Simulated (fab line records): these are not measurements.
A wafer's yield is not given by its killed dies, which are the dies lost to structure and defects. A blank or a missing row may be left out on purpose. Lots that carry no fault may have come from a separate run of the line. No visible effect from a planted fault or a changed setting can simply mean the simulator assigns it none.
Chamber matching	flow n5Finfet	uvCure-03 running N5_BEOL_M8_CURE_74: 3 sister chambers
The step cures SiCOH lowk, time 240 s. 3 wafers are shown with their chamber, then 12 later ones without.

== EACH WAFER AND ITS CHAMBER ==
wafer	chamber	wafer_temp_C_max
L078.5	2	386.3
L087.5	1	385.9
L090.6	0	387.8

== WAFERS WITH NO CHAMBER GIVEN ==
wafer	wafer_temp_C_max
L092.1	387.3
L092.2	387.4
L092.5	388.3
L092.3	387.2
L092.4	387.8
L092.6	387.8
L095.1	386.2
L095.4	386.5
L095.6	386.2
L097.1	388.0
L097.3	388.4
L097.6	388.9

== THE CHAMBER EACH PASSED THROUGH ==
wafer	from the rows above	in truth
L092.1	can't be placed: 0 or 2 or 1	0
L092.2	can't be placed: 0 or 2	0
L092.5	0	0
L092.3	can't be placed: 0 or 2 or 1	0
L092.4	0	0
L092.6	0	0
L095.1	can't be placed: 2 or 1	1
L095.4	can't be placed: 2 or 1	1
L095.6	can't be placed: 2 or 1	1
L097.1	0	0
L097.3	0	0
L097.6	0	0
Correct placement for 6 of the 12. Not placeable from these rows: 6 (in 6, the candidates include the true chamber). Placed wrongly: 0.
How it was worked out, from the rows above alone: a wafer's distance from a chamber is the root of the sum, over the readings, of the square of ((its reading less the chamber's mean) divided by the reading's scatter). If the next closest chamber is less than 2 further off than the closest, the wafer can't be placed; otherwise it belongs to the closest. The mean given for a chamber averages the wafers shown for that chamber. The scatter: root of mean squared gap, hidden wafer to nearest shown wafer, with one shown wafer a chamber.
